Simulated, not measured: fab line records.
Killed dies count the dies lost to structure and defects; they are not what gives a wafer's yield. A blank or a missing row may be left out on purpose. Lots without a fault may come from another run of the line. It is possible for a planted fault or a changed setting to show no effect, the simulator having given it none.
fab line records	flow nand-harc
record: lots: 11	wafers: 32	last-day: 33
route steps=1302 shown A_CONTACT@1092
lots with no fault: from the same line, run without faults
start-h: the number of hours between the record's first day and the start of the first shown wafer of the lot	wait-h: how many hours have passed since the lot's step before this one	" unchanged from the row above	L1.1+2: a single row standing in for several wafers	- either no value or no given start	* or withheld: withheld	< > ~ a bound
route shown NAME@n: NAME is a module with steps in the file, n the number in the route of the first one	usual: average and standard deviation across the fault-free wafers	same: alike in all rows	chamber/n: place in a boat	sites: readings site by site	_std_site: their standard deviation	_edge_site: outer sites' mean less inner sites'	radius-mm: how far each site lies from the wafer's centre	mask NAME#n: copy n	behind: tool/chamber where the wafer was last shaped	hold: what put the lot on hold/how long, in hours/how the hold closed	device: names the non-switching transistor (n, p or np)	end of line: tests run on the same wafers once the route is complete	a step without rows: its recipe alone	killed: count of dies lost to structure and defects at first sort (not the wafer's yield)	map: dies across one wafer; x = killed, . = not, _ = none there
set.NAME: the setting the step ran with; set.NAME@STEP: the setting that earlier step ran with	model.NAME: the simulator's own value behind a step, which no gauge read
route steps across a sampled set of lots; one table per step, one row per wafer
services: the hour from which a tool's chamber was out of use, counted from the record's first day as start-h (under 0 if before that day), plus the number of hours and why
== steps ==
step: NHARC_A_CONTACT_ETCH_92
recipe: target-depth-a: 400	over-etch-frac: 0.5	time-s: 85.7	ion-energy-ev: 120	ch3f-flow-sccm: 50	o2-flow-sccm: 30	ar-flow-sccm: 200	rf-w: 500	bias-w: 100	chemistry: CH3F/O2
usual: drypump-motor-current-A: 5.6/0.31	oes-product-au: 0.95/0.033	rf-vpp-V: 245.3/1.5	showerhead-plenum-p-Torr: 2.53/0.092	throttle-valve-pct: 20.663/0.009
lot.wafer	tool	chamber	start-h	wait-h	drypump-motor-current-A	oes-product-au	rf-hours-counter-h	rf-vpp-V	showerhead-plenum-p-Torr	throttle-valve-pct
L661.4	rie-diel-12	0	513.79	0.4	5.6	0.92	12	247.2	2.66	20.651
L661.1	"	2	"	"	5.8	0.93	10	245.8	2.60	20.659
L661.2	"	3	"	"	5.4	0.92	10	246.3	2.57	20.663
L664.1	rie-diel-12	3	541.41	0.5	5.4	0.93	15	245.9	2.57	20.661
L664.4	"	0	"	"	5.6	0.92	18	247.1	2.65	20.643
L664.6	"	0	"	"	5.6	0.91	-	247.4	2.65	20.661
L666.3	rie-diel-03	3	555.33	0.5	5.7	0.95	33	246.1	2.62	20.659
L666.6	"	2	"	"	4.8	0.94	-	243.4	2.39	20.656
L666.5	"	3	"	"	5.6	0.94	-	247.2	2.62	20.663
L668.2	rie-diel-12	2	600.50	0.5	5.8	0.92	24	245.1	2.59	20.674
L668.5	"	3	"	"	5.4	0.93	-	243.8	2.57	20.662
L673.3	rie-diel-12	0	631.86	0.4	5.6	1.00	0	246.8	2.65	20.668
L673.2	"	3	"	"	5.4	1.01	0	245.6	2.57	20.657
L673.6	"	3	"	"	5.4	1.01	-	245.9	2.57	20.667
L676.1	rie-diel-12	3	685.68	0.5	5.4	0.92	8	244.8	2.56	20.664
L676.6	"	2	"	"	5.8	0.93	-	245.9	2.59	20.662
L676.5	"	3	"	"	5.4	0.92	-	246.0	2.56	20.678
L677.4	rie-diel-08	2	691.31	0.5	5.7	0.93	47	243.1	2.31	20.654
L677.2	"	0	"	"	5.6	0.94	45	244.3	2.46	20.649
L677.6	"	2	"	"	5.7	0.93	-	242.6	2.31	20.665
L679.1	rie-diel-12	3	697.25	0.5	5.4	0.93	11	246.9	2.56	20.667
L679.4	"	0	"	"	5.6	0.93	6	246.1	2.64	20.662
L679.2	"	1	"	"	6.0	0.92	12	245.8	2.48	20.665
L680.2	rie-diel-08	1	705.87	0.5	5.5	0.92	45	245.1	2.58	20.655
L680.5	"	3	"	"	5.0	0.92	-	242.7	2.46	20.657
L680.6	"	0	"	"	5.6	0.93	-	245.4	2.46	20.667
L682.4	rie-diel-12	1	734.72	0.4	6.0	0.91	20	242.9	2.47	20.653
L682.5	"	1	"	"	6.0	0.92	-	244.8	2.47	20.663
L682.6	"	2	"	"	5.8	0.94	-	245.7	2.58	20.671
L683.3	rie-diel-12	2	740.38	0.4	5.8	0.94	20	245.3	2.58	20.685
L683.6	"	1	"	"	6.0	0.92	-	244.1	2.47	20.660
L683.5	"	2	"	"	5.8	0.94	-	246.7	2.58	20.672
step: NHARC_A_CONTACT_ETCH_98
recipe: target-depth-a: 200	over-etch-frac: 0.5	time-s: 10	ion-energy-ev: 250	c4f6-flow-sccm: 25	o2-flow-sccm: 20	ar-flow-sccm: 500	rf-w: 600	bias-w: 500	chemistry: C4F6/O2
usual: drypump-motor-current-A: 5.6/0.31	oes-product-au: 0.965/0.026	rf-vpp-V: 549.2/2.7	showerhead-plenum-p-Torr: 4.04/0.14	throttle-valve-pct: 26.903/0.0087
lot.wafer	tool	chamber	start-h	wait-h	drypump-motor-current-A	oes-product-au	rf-hours-counter-h	rf-vpp-V	showerhead-plenum-p-Torr	throttle-valve-pct
L661.4	rie-diel-12	3	-	-	5.4	0.921	10	550.3	4.10	26.901
L661.1	"	0	"	"	5.6	0.956	12	552.2	4.22	26.907
L661.2	"	1	"	"	6.0	0.963	12	547.5	3.97	26.890
L664.4	rie-diel-12	2	-	-	5.8	0.944	14	551.0	4.13	26.900
L664.1	"	3	"	"	5.4	0.948	16	550.9	4.09	26.902
L664.6	"	1	"	"	6.1	0.947	-	547.3	3.97	26.910
L666.3	rie-diel-03	3	555.47	0.1	5.7	0.961	33	550.3	4.17	26.904
L666.5	"	0	"	"	5.3	0.981	-	544.2	3.80	26.893
L666.6	"	2	"	"	4.8	0.968	-	543.6	3.81	26.888
L668.2	rie-diel-12	0	-	-	5.6	0.937	29	551.7	4.21	26.890
L668.5	"	3	"	"	5.4	0.950	-	549.7	4.09	26.917
L673.3	rie-diel-12	1	632.03	0.1	6.0	1.017	0	548.0	3.96	26.912
L673.2	"	0	"	"	5.6	1.005	0	552.7	4.21	26.905
L673.6	"	3	"	"	5.4	1.012	-	549.9	4.08	26.901
L676.1	rie-diel-12	3	685.85	0.1	5.4	0.963	8	551.5	4.08	26.902
L676.5	"	3	"	"	5.4	0.969	-	550.9	4.08	26.905
L676.6	"	1	"	"	6.0	0.965	-	547.7	3.95	26.913
L677.2	rie-diel-08	1	-	-	5.6	0.946	40	550.6	4.10	26.903
L677.4	"	2	"	"	5.7	0.942	47	543.0	3.69	26.908
L677.6	"	0	"	"	5.6	0.947	-	546.7	3.93	26.906
L679.2	rie-diel-12	3	-	-	5.4	0.955	11	549.7	4.08	26.902
L679.4	"	0	"	"	5.6	0.941	6	551.0	4.20	26.906
L679.1	"	1	"	"	6.1	0.947	12	548.3	3.95	26.891
L680.2	rie-diel-08	1	-	-	5.6	0.939	45	549.1	4.10	26.909
L680.6	"	1	"	"	5.6	0.939	-	551.5	4.10	26.909
L680.5	"	2	"	"	5.7	0.947	-	542.7	3.69	26.898
L682.4	rie-diel-12	2	-	-	5.8	0.972	19	550.4	4.11	26.914
L682.6	"	3	"	"	5.4	0.944	-	549.9	4.07	26.910
L682.5	"	0	"	"	5.6	0.942	-	551.5	4.20	26.904
L683.3	rie-diel-12	1	-	-	6.1	0.951	21	546.5	3.95	26.916
L683.6	"	0	"	"	5.6	0.942	-	550.8	4.20	26.911
L683.5	"	1	"	"	6.0	0.949	-	548.2	3.95	26.893
step: NHARC_A_CONTACT_STRIP_26
recipe: o2-flow-sccm: 500	ar-flow-sccm: 0	bias-w: 0	chemistry: O2
usual: drypump-motor-current-A: 5.6/0.38	oes-product-au: 1.006/0.011	rf-vpp-V: 57.8/0.86	showerhead-plenum-p-Torr: 3.57/0.15	throttle-valve-pct: 17.035/0.0088
lot.wafer	tool	chamber	start-h	wait-h	drypump-motor-current-A	oes-product-au	rf-hours-counter-h	rf-vpp-V	showerhead-plenum-p-Torr	throttle-valve-pct
L661.2	rie-diel-12	0	-	-	5.6	0.984	12	58.2	3.80	17.033
L661.4	"	1	"	"	6.1	1.006	12	57.7	3.57	17.027
L661.1	"	2	"	"	5.8	0.998	10	57.3	3.72	17.038
L664.1	rie-diel-08	0	-	-	5.6	1.002	53	57.8	3.56	17.039
L664.4	"	1	"	"	5.6	0.982	52	57.4	3.72	17.049
L664.6	"	2	"	"	5.7	0.992	-	57.9	3.34	17.040
L666.3	rie-diel-12	3	-	-	5.4	0.999	18	57.1	3.68	17.034
L666.6	"	2	"	"	5.8	1.000	-	60.1	3.71	17.032
L666.5	"	3	"	"	5.4	0.998	-	58.3	3.68	17.045
L668.2	rie-diel-12	0	-	-	5.6	0.995	29	59.6	3.79	17.036
L668.5	"	3	"	"	5.4	1.002	-	59.4	3.68	17.023
L673.2	rie-diel-12	3	-	-	5.4	0.999	0	58.4	3.68	17.031
L673.3	"	1	"	"	6.1	1.011	0	57.8	3.56	17.029
L673.6	"	0	"	"	5.6	1.000	-	57.8	3.79	17.033
L676.1	rie-diel-03	1	-	-	6.1	1.007	12	58.5	3.43	17.029
L676.5	"	1	"	"	6.1	1.003	-	57.8	3.43	17.044
L676.6	"	2	"	"	4.8	1.006	-	58.1	3.41	17.032
L677.4	rie-diel-08	2	-	-	5.7	0.996	47	56.8	3.32	17.027
L677.2	"	3	"	"	5.0	0.999	49	57.4	3.54	17.034
L677.6	"	2	"	"	5.7	0.994	-	56.7	3.32	17.043
L679.4	rie-diel-08	2	-	-	5.7	0.994	49	56.8	3.32	17.030
L679.2	"	0	"	"	5.6	1.000	47	57.8	3.53	17.037
L679.1	"	1	"	"	5.6	0.988	42	58.6	3.69	17.028
L680.2	rie-diel-12	1	-	-	6.0	1.007	13	58.6	3.55	17.051
L680.6	"	0	"	"	5.6	1.009	-	58.1	3.78	17.022
L680.5	"	1	"	"	6.0	1.006	-	57.9	3.55	17.040
L682.4	rie-diel-12	3	-	-	5.4	1.009	22	58.5	3.66	17.037
L682.5	"	1	"	"	6.0	1.006	-	57.9	3.55	17.029
L682.6	"	2	"	"	5.8	1.025	-	57.3	3.70	17.035
L683.3	rie-diel-12	3	-	-	5.4	1.007	23	58.1	3.66	17.025
L683.6	"	2	"	"	5.8	1.015	-	58.8	3.70	17.035
L683.5	"	3	"	"	5.4	1.005	-	59.5	3.66	17.045
step: NHARC_A_CONTACT_CVD_19
recipe: target-thk-a: 3000	temp-c: 300	pressure-torr: 40	wf6-flow-sccm: 40	h2-flow-sccm: 1600	ar-flow-sccm: 1560	time-s: 802	material: W
usual: heater-power-w: 480/28	throttle-valve-pct: 8.0/0.31
lot.wafer	tool	chamber	start-h	wait-h	heater-power-w	throttle-valve-pct
L661.1	cvd-w-02	1	515.15	-	468	8.3
L661.2	"	0	"	"	459	8.0
L661.4	"	1	"	"	463	8.5
L664.1	cvd-w-01	1	542.89	-	484	7.7
L664.4	"	0	"	"	526	7.5
L664.6	"	0	"	"	524	7.7
L666.3	cvd-w-02	1	557.08	-	466	8.6
L666.6	"	0	"	"	477	8.2
L666.5	"	1	"	"	477	8.4
L668.2	cvd-w-02	1	602.44	-	466	8.1
L668.5	"	0	"	"	448	8.3
L673.2	cvd-w-01	0	633.63	-	533	7.8
L673.3	"	1	"	"	513	8.2
L673.6	"	0	"	"	514	8.0
L676.1	cvd-w-01	1	687.31	-	487	8.2
L676.6	"	1	"	"	500	8.1
L676.5	"	0	"	"	521	7.9
L677.2	cvd-w-02	0	692.71	-	453	8.5
L677.4	"	0	"	"	444	8.2
L677.6	"	0	"	"	441	8.1
L679.1	cvd-w-02	0	698.60	-	456	8.4
L679.2	"	1	"	"	451	8.1
L679.4	"	1	"	"	459	8.3
L680.2	cvd-w-02	1	707.41	-	449	8.4
L680.6	"	0	"	"	448	8.5
L680.5	"	1	"	"	459	8.0
L682.4	cvd-w-02	0	736.37	-	459	7.9
L682.6	"	0	"	"	461	8.5
L682.5	"	1	"	"	467	8.0
L683.3	cvd-w-02	1	742.01	-	471	8.2
L683.6	"	1	"	"	447	8.3
L683.5	"	0	"	"	447	8.2
step: NHARC_A_CONTACT_CMP_20
recipe: t-overpolish-s: 30	target-thk-nm: 300
usual: motor-current-A: 11.6/0.79	overpolish-run-s: 30.001/0.0094	slurry-flow-ml-min: 150.0/0.47	time-to-endpoint-s: 60/3.8
lot.wafer	tool	chamber	start-h	wait-h	motor-current-A	overpolish-run-s	slurry-flow-ml-min	time-to-endpoint-s
L661.1	cmp-04	0	516.04	0.8	11.9	30.007	149.9	51
L661.2	"	1	"	"	10.4	29.997	149.5	54
L661.4	"	3	"	"	10.2	29.996	150.5	57
L664.4	cmp-04	3	543.70	0.6	10.4	29.988	149.8	56
L664.1	"	0	"	"	11.1	29.985	150.2	53
L664.6	"	2	"	"	12.5	29.992	149.1	58
L666.3	cmp-01	0	557.60	0.4	12.3	30.006	150.7	82
L666.6	"	0	"	"	12.8	30.007	150.6	55
L666.5	"	1	"	"	11.5	30.010	149.3	85
L668.2	cmp-03	1	603.27	0.7	11.0	30.008	150.2	60
L668.5	"	3	"	"	11.6	30.014	149.4	88
L673.3	cmp-01	1	634.39	0.5	11.8	30.005	150.2	64
L673.2	"	2	"	"	11.6	30.003	150.1	66
L673.6	"	1	"	"	11.8	30.009	150.5	68
L676.1	cmp-03	0	688.22	0.8	12.1	30.005	150.4	62
L676.6	"	3	"	"	11.7	29.985	149.5	64
L676.5	"	0	"	"	12.4	29.985	150.2	61
L677.2	cmp-04	0	693.61	0.8	11.9	30.003	150.1	59
L677.4	"	1	"	"	11.3	29.999	150.0	61
L677.6	"	3	"	"	10.4	29.996	150.5	62
L679.1	cmp-01	1	699.50	0.8	12.3	30.004	150.6	60
L679.2	"	2	"	"	11.7	29.993	150.4	62
L679.4	"	0	"	"	12.8	29.995	149.6	57
L680.2	cmp-03	3	708.24	0.7	11.6	29.991	150.0	64
L680.6	"	1	"	"	10.3	30.002	149.0	62
L680.5	"	2	"	"	13.2	29.991	149.1	62
L682.4	cmp-01	3	737.09	0.6	11.2	29.982	149.5	54
L682.5	"	0	"	"	12.9	29.985	150.2	58
L682.6	"	1	"	"	11.5	30.003	150.2	57
L683.3	cmp-04	0	742.73	0.6	12.5	30.005	149.4	61
L683.6	"	1	"	"	11.0	29.988	149.0	63
L683.5	"	2	"	"	12.7	29.998	150.6	63
== services ==
tool	chamber	start-h	hours	kind
cmp-04	-	503.00	4.0	pm
cmp-04	-	522.24	0.9	repair
cmp-04	-	535.98	1.9	repair
cmp-01	-	540.55	0.8	repair
rie-diel-08	1	542.38	3.7	repair
rie-diel-08	-	545.21	9.0	pm
cvd-w-01	-	547.40	13.0	pm
rie-diel-12	1	577.49	3.9	repair
cmp-01	-	577.85	4.0	pm
rie-diel-12	3	581.30	1.6	repair
cvd-w-02	-	583.97	0.3	repair
cmp-04	-	586.88	2.2	repair
cmp-01	-	594.65	2.9	repair
cmp-04	-	601.00	4.0	pm
rie-diel-12	-	622.40	9.0	pm
cvd-w-02	-	631.00	13.0	pm
rie-diel-03	-	635.56	9.0	pm
rie-diel-08	1	648.37	9.1	repair
rie-diel-08	-	650.22	0.5	repair
rie-diel-08	-	666.91	0.3	repair
rie-diel-12	0	673.93	16.8	repair
cmp-01	-	675.85	4.0	pm
cmp-04	-	699.00	4.0	pm
rie-diel-08	-	722.21	9.0	pm
== key ==
first-sign: step: NHARC_A_CONTACT_CMP_20	reading: time-to-endpoint-s	direction: up	sigmas: 6.6	usual: *	struck: *
effect none on later readings
met-at NHARC_A_CONTACT_CVD_19
struck-lots L666,L668
struck-wafers L666.3,L666.5,L668.5
tester-left-out L666,L668
not-acting-at NHARC_A_CONTACT_ETCH_92,NHARC_A_CONTACT_ETCH_98,NHARC_A_CONTACT_STRIP_26
onset-between 515.15 557.08
fault: kind: process-parameter-drift	tool: cvd-w-02	chamber: -	onset-h: 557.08	steps: NHARC_A_CONTACT_CVD_19	channel: target-thk-a	offset: *	shape: step	end-h: 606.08	scope: struck-wafers-only	acts-in: *	stated: *
tester-left-out: of these lots the tester's yield and bins aren't shown, on N5 and GAA mostly nor the transistor test; their killed dies are dies lost to structure and defects alone, not to doping, threshold or leakage, so they don't give the yield
